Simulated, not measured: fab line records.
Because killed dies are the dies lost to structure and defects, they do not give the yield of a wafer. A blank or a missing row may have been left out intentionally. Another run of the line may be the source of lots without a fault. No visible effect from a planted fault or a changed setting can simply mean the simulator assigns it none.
What tool caused it? || flow nand harc || Sampling: 6 lots, 18 wafers, 3 of 1159 route steps

## WHAT THE GAUGES SHOWED, per wafer
NHARC_END_SORT_01.
{"lot": "L373", "measured": "day 19 10:26", "on": "prober-02", "sort_bin_4_pct (%)": "3.4 3.0 2.7"}
{"lot": "L384", "measured": "day 22 08:11", "on": "prober-01", "sort_bin_4_pct (%)": "2.7 3.1 3.7"}
{"lot": "L389", "measured": "day 23 12:31", "on": "prober-02", "sort_bin_4_pct (%)": "3.2 3.7 2.4"}

## TOOL THAT RAN EACH LOT (tool first, then ch and the chambers of the sampled wafers, then the start)
{"lot": "L373", "NHARC_P_BONDPAD_ECD_18": "ecd cu-01 ch 0,1, day 6 21:55", "NHARC_THIN_TSV_ETCHBACK_48": "rie diel-05 ch 2,3, day 18 20:54"}
{"lot": "L375", "NHARC_P_BONDPAD_ECD_18": "ecd cu-02 ch 0,1, day 7 01:53", "NHARC_THIN_TSV_ETCHBACK_48": "rie diel-06 ch 0,1,3, day 19 05:01"}
{"lot": "L377", "NHARC_P_BONDPAD_ECD_18": "ecd cu-01 ch 0,1, day 8 00:40", "NHARC_THIN_TSV_ETCHBACK_48": "rie diel-05 ch 0,1, day 19 12:37"}
{"lot": "L382", "NHARC_P_BONDPAD_ECD_18": "ecd cu-02 ch 0,1, day 8 23:36", "NHARC_THIN_TSV_ETCHBACK_48": "rie diel-05 ch 0,2,3, day 20 21:30"}
{"lot": "L384", "NHARC_P_BONDPAD_ECD_18": "ecd cu-01 ch 0,1, day 9 20:28", "NHARC_THIN_TSV_ETCHBACK_48": "rie diel-06 ch 0,2,3, day 21 20:54"}
{"lot": "L389", "NHARC_P_BONDPAD_ECD_18": "ecd cu-01 ch 0,1, day 10 13:01", "NHARC_THIN_TSV_ETCHBACK_48": "rie diel-06 ch 3, day 22 17:38"}
- NHARC_P_BONDPAD_ECD_18: material Cu, target thk 400 nm.
- NHARC_THIN_TSV_ETCHBACK_48: etches the open film in C4F8/Ar, target depth 1028.5 nm, time 405.17 s.

## THE ANSWER, worked out from the rows above alone
Rule: the usual values come from the lots themselves. The widest of any qualifying gaps counts: lots, ordered by their means at a reading, are off when they make up no more than a third of the lots, leave a main group of 4 or more, and stand apart from it by 3 or more times the standard deviation of that group's means. A main group is skipped when, at the precision printed for the reading in the tables above, its means are all equal. Also off: a lot with no number at a reading for which 4 or more lots have one. The other lots that the step has rows for count as sound.
Nothing can be told from this: no lot is off at any reading shown.

## WHAT HAD BEEN PUT IN BY THE SIMULATOR
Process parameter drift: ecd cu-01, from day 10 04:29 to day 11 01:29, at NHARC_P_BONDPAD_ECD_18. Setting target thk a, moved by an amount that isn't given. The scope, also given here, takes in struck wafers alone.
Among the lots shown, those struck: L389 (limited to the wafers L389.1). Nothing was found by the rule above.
